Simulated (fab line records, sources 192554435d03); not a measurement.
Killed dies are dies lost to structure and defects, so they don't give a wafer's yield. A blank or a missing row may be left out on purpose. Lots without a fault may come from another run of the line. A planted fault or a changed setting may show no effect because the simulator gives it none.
Split-lot experiment | flow n5_finfet | 7 lots, 21 wafers read, on a route of 1938 steps

THE SPLIT
At N5_FIN_SAQP_SPACER1_ALD_24 (deposits SiO2, target thk 20.3 nm, pulse time 1 s, purge time 2 s), the setting ald_cycles was moved away from the recipe's 218 on 8 of the 21 wafers read, by -12.4% to +14.7%. The other wafers ran this setting at the recipe's value.

FROM THE SPLIT TO THE READING: what the file shows between them, 2 steps
- N5_FIN_SAQP_SPACER1_ETCHBACK_25: etches SiO2 in CHF3/O2, target depth 24.4 nm, time 12.2 s
- N5_FIN_SAQP_MANDREL1_REMOVE_56: chemistry HBr/Cl2/O2, target a-Si, stops on SiNx, bt time 10 s

THE READING
cd_nm, in nm, at N5_FIN_SAQP_CD_MEAS_27 (target cd 20 nm). Fault-free wafers of this fab line usually give 20.28 nm, standard deviation 0.22 nm.

wafer  | tool, chamber at the split | ald_cycles as run | against the recipe | cd_nm, nm | against lot-mates on the recipe
L074.1 | ald_sin-02, 3              | 218               | recipe             | 19.92     | -
L074.3 | ald_sin-02, 0              | 218               | recipe             | 20.03     | -
L074.5 | ald_sin-02, 0              | 191               | -12.4%             | 17.46     | -2.52
L075.1 | ald_sin-03, 3              | 203               | -6.9%              | 18.95     | -1.27
L075.3 | ald_sin-03, 2              | 218               | recipe             | 20.12     | -
L075.6 | ald_sin-03, 0              | 218               | recipe             | 20.31     | -
L076.3 | ald_sin-01, 0,3            | 218               | recipe             | 20.10     | -
L076.5 | ald_sin-01, 2              | 218               | recipe             | 19.86     | -
L076.6 | ald_sin-01, 0,3            | 218               | recipe             | 20.47     | -
L079.1 | ald_sin-01, 2,3            | 250               | +14.7%             | 23.61     | +3.29
L079.5 | ald_sin-01, 0              | 218               | recipe             | 20.32     | -
L079.6 | ald_sin-01, 2,3            | 250               | +14.7%             | 23.38     | +3.06
L089.2 | ald_sin-02, 1,0            | 218               | recipe             | 20.42     | -
L089.4 | ald_sin-02, 2              | 218               | recipe             | 20.41     | -
L089.5 | ald_sin-02, 1,0            | 218               | recipe             | 20.03     | -
L091.1 | ald_sin-03, 1,0            | 207               | -5.0%              | 19.14     | -1.45
L091.3 | ald_sin-03, 3              | 218               | recipe             | 20.59     | -
L091.5 | ald_sin-03, 1,0            | 207               | -5.0%              | 19.17     | -1.42
L096.2 | ald_sin-03, 2,3            | 209               | -4.1%              | 19.45     | -0.60
L096.3 | ald_sin-03, 2,3            | 209               | -4.1%              | 19.11     | -0.94
L096.5 | ald_sin-03, 0              | 218               | recipe             | 20.05     | -
Where a row lists several chambers, the file gives one row for several wafers and doesn't say which wafer went through which chamber.

THE FIT
A straight line over all 21 wafers: cd_nm changes by +0.22 nm for each +1% of ald_cycles; r = +0.99; the points scatter about the line by 0.2 nm.
The same after taking each lot's own level away (the mean of its wafers on the recipe; 21 wafers): +0.215 nm for each +1%; r = +0.99; scatter 0.2 nm.
On that fit, the largest move of ald_cycles shifts the reading by 3.2 nm.
The lots' own levels span 19.975 to 20.590 nm, that is 2.8 times the standard deviation above.
So the lot-to-lot level changes the slope little: the two slopes agree.
Check: with one of the wafers moved furthest among these (+14.7%) left out of the fit, the line predicts +3.07 nm for it against its lot-mates. It came out at +3.29 nm against them.

OTHER SPLITS ON THESE WAFERS
These wafers also went through other splits before the reading. Each is held against what the fit with the lots' levels taken away leaves over:
other split on the same wafers | wafers away from the commonest value | r with cd_nm (lot level and that fit taken away)
N5_WELL_APT_COAT_02 spin_rpm   | 8                                    | +0.19
N5_WELL_APT_COAT_19 spin_rpm   | 8                                    | -0.33
N5_WELL_APT_PEB_23 peb_temp_c  | 9                                    | -0.08

THE WHOLE CHAIN: every reading that the file lists as answering this split, in the file's order
step                           | what it does                                                      | reading                                                                                 | change (the file's fit)               | r (the file's)
N5_FIN_SAQP_SPACER1_ALD_24     | deposits SiO2, target thk 20.3 nm, pulse time 1 s, purge time 2 s | SiO2_of_FIN_SAQP_SPACER1_ALD_24.thk_nm (the simulator's own value, which no gauge read) | +0.196 nm for each +1% of the setting | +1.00
N5_FIN_SAQP_MANDREL1_REMOVE_56 | chemistry HBr/Cl2/O2, target a-Si, stops on SiNx, bt time 10 s    | FIN_SAQP.cd_nm (the simulator's own value, which no gauge read)                         | +0.197 nm for each +1% of the setting | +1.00
N5_FIN_SAQP_CD_MEAS_27         | target cd 20 nm                                                   | cd_nm                                                                                   | +0.211 nm for each +1% of the setting | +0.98

THE FILE'S OWN FIT
cd_nm changes by +0.211 nm for each +1% of ald_cycles, r = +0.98.
